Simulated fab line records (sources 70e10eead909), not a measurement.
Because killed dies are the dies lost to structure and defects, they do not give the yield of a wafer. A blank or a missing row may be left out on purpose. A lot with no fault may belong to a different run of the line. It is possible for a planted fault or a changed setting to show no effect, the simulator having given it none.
Struck lot and sound lot, side by side || flow nand harc || 15 out of 1302 route steps
Sound: these wafers, L240.4, L240.5, L240.6. The struck wafers were L231.1, L231.2, L231.5. The cause comes at the end.
Order at every step that has rows: each side's tool, ch and its chambers, its first start. Under that, the readings that differ: sound wafers || struck wafers || difference of the means || sigmas: that difference in standard deviations of wafers without a fault.
alike: a reading whose means differ by less than 2 such deviations, as well as words and numbers matching on both sides. not compared: withheld readings; readings where some wafer has no value; bounds like >300 that might hide an equal value; numbers whose values overlap and for which the record gives no deviation.
Wherever a step has rows on one side only, a row that says differs or no value, or a row with sigmas, the two part there. Non-overlapping numbers with no deviation appear without sigmas and do not part them. A reading that every wafer of one side lacks parts them only if that side has two wafers or more.

NHARC_A_DECK1_JOINT_CMP_02: polishes SiOx.
  sound on cmp-01 ch 0,3, day 18 23:34; struck on cmp-01 ch 0,2,3, day 14 07:18
  alike: motor current A
after that, 1 step had no rows for these wafers: NHARC_A_DECK1_JOINT_SRD_15.
NHARC_A_DECK1_JOINT_DEP_16: deposits SiO2, target thk 45 nm.
  sound on pecvd-01 ch 0,1,2, day 19 00:02; struck on pecvd-04 ch 0,1,2, day 14 07:46
  alike: heater power w, susceptor temp C, throttle valve pct
NHARC_A_DECK1_JOINT_THK_MEAS_17: measures by ellipsometry.
  sound on film metro-02, day 19 00:14; struck on film metro-01, day 14 08:01
  alike: thk nm
NHARC_A_DECK1_JOINT_INSPECT_05:
  sound on defect inspect-02, day 19 00:16; struck on defect inspect-01, day 14 08:03
  alike: raw defect count
then, no rows for these wafers at 1 step: NHARC_A_ONON_D2_DEP_00 (target thk 1000 nm).
NHARC_A_ONON_D2_THK_MEAS_02: measures by ellipsometry.
  sound on film metro-02, day 19 00:50; struck on film metro-01, day 14 08:38
  alike: thk nm
then, no rows for these wafers at 1 step: NHARC_A_ONON_D2_DEP_03 (target thk 1000 nm).
NHARC_A_ONON_D2_THK_MEAS_05: measures by ellipsometry.
  sound on film metro-01, day 19 01:26; struck on film metro-01, day 14 09:13
  alike: thk nm
then, no rows for these wafers at 1 step: NHARC_A_ONON_D2_DEP_06 (target thk 1000 nm).
NHARC_A_ONON_D2_THK_MEAS_08: measures by ellipsometry.
  sound on film metro-02, day 19 02:01; struck on film metro-01, day 14 09:47
  alike: thk nm
NHARC_A_ONON_D2_DEP_09: target thk 1000 nm.
  sound on pecvd onon-04 ch 0, day 19 02:14; struck on pecvd onon-01 ch 0, day 14 09:50
  alike: n2o flow sccm, susceptor temp C
NHARC_A_ONON_D2_THK_MEAS_11: measures by ellipsometry.
  sound on film metro-02, day 19 02:35; struck on film metro-01, day 14 10:22
{"reading": "thk nm (nm)", "sound": "998 998 996", "struck": "580 580 578", "difference": -418, "sigmas": -38}
then, no rows for these wafers at 1 step: NHARC_A_ONON_D2_DEP_12 (target thk 1000 nm).
-- break in the record here, with 13 days between the starts of the struck wafers on either side (left off in module A_ONON_D2, picked up again in module END, where the first step shown is number 1302 on the route) --
NHARC_END_SORT_01:
  here the record holds rows for the struck wafers (prober-01 ch 0, day 27 13:06) but none for the sound ones

== WHERE THEY PART ==
Last at NHARC_END_SORT_01 as far as this record goes, first at NHARC_A_ONON_D2_THK_MEAS_11.

WHY: what had been put in by the simulator
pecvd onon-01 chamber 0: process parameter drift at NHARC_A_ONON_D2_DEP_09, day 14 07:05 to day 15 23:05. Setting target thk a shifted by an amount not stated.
